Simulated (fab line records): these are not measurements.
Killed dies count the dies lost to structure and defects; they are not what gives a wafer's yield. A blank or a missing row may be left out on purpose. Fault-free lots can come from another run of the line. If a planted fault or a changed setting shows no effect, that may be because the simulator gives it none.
Chamber matching / flow nand_harc / cmp-04 running NHARC_P_M2_CMP_23: 4 sister chambers
The step polishes, t overpolish 20 s, target thk 144.3 nm. 8 wafers are shown with their chamber, then 11 later ones without.

## WAFERS WITH THEIR CHAMBER
wafer=L084.6; chamber=0; motor_current_A (A)=11.8; time_to_endpoint_s (s)=27.5
wafer=L088.1; chamber=1; motor_current_A (A)=9.5; time_to_endpoint_s (s)=25.7
wafer=L088.2; chamber=2; motor_current_A (A)=12.5; time_to_endpoint_s (s)=24.8
wafer=L088.5; chamber=2; motor_current_A (A)=13.1; time_to_endpoint_s (s)=27.8
wafer=L088.3; chamber=0; motor_current_A (A)=11.9; time_to_endpoint_s (s)=26.8
wafer=L088.4; chamber=3; motor_current_A (A)=11.7; time_to_endpoint_s (s)=32.8
wafer=L088.6; chamber=3; motor_current_A (A)=11.6; time_to_endpoint_s (s)=31.5
wafer=L091.1; chamber=1; motor_current_A (A)=10.4; time_to_endpoint_s (s)=31.0

## WAFERS WITHOUT THEIR CHAMBER
wafer=L091.4; motor_current_A (A)=12.1; time_to_endpoint_s (s)=30.3
wafer=L091.6; motor_current_A (A)=11.8; time_to_endpoint_s (s)=33.8
wafer=L092.3; motor_current_A (A)=9.7; time_to_endpoint_s (s)=27.6
wafer=L092.4; motor_current_A (A)=12.7; time_to_endpoint_s (s)=24.2
wafer=L092.5; motor_current_A (A)=9.9; time_to_endpoint_s (s)=24.3
wafer=L094.4; motor_current_A (A)=9.5; time_to_endpoint_s (s)=28.8
wafer=L094.5; motor_current_A (A)=10.0; time_to_endpoint_s (s)=27.7
wafer=L094.6; motor_current_A (A)=12.7; time_to_endpoint_s (s)=26.6
wafer=L095.2; motor_current_A (A)=9.9; time_to_endpoint_s (s)=32.3
wafer=L095.4; motor_current_A (A)=12.4; time_to_endpoint_s (s)=31.8
wafer=L095.5; motor_current_A (A)=13.0; time_to_endpoint_s (s)=29.6

## CHAMBER TAKEN BY EACH
wafer=L091.4; from the rows above=can't be placed: 3 or 0 or 2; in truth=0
wafer=L091.6; from the rows above=3; in truth=3
wafer=L092.3; from the rows above=1; in truth=1
wafer=L092.4; from the rows above=can't be placed: 2 or 0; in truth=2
wafer=L092.5; from the rows above=1; in truth=1
wafer=L094.4; from the rows above=1; in truth=1
wafer=L094.5; from the rows above=1; in truth=1
wafer=L094.6; from the rows above=can't be placed: 2 or 0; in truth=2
wafer=L095.2; from the rows above=1; in truth=1
wafer=L095.4; from the rows above=can't be placed: 3 or 0 or 2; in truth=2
wafer=L095.5; from the rows above=can't be placed: 2 or 0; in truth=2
Correctly placed: 6 of 11. Not placeable from these rows: 5 (in 5, the candidates include the true chamber). Number placed wrongly: 0.
How it was worked out, from the rows above alone: a wafer's distance from a chamber is the root of the sum, over the readings, of the square of ((its reading less the chamber's mean) divided by the reading's scatter). If the next closest chamber is less than 2 further off than the closest, the wafer can't be placed; otherwise it belongs to the closest. Each chamber's mean is taken over the wafers shown for it. The scatter is the square root of a quotient: the sum, over the shown wafers, of each reading's squared deviation from its chamber's mean, divided by wafers minus chambers.
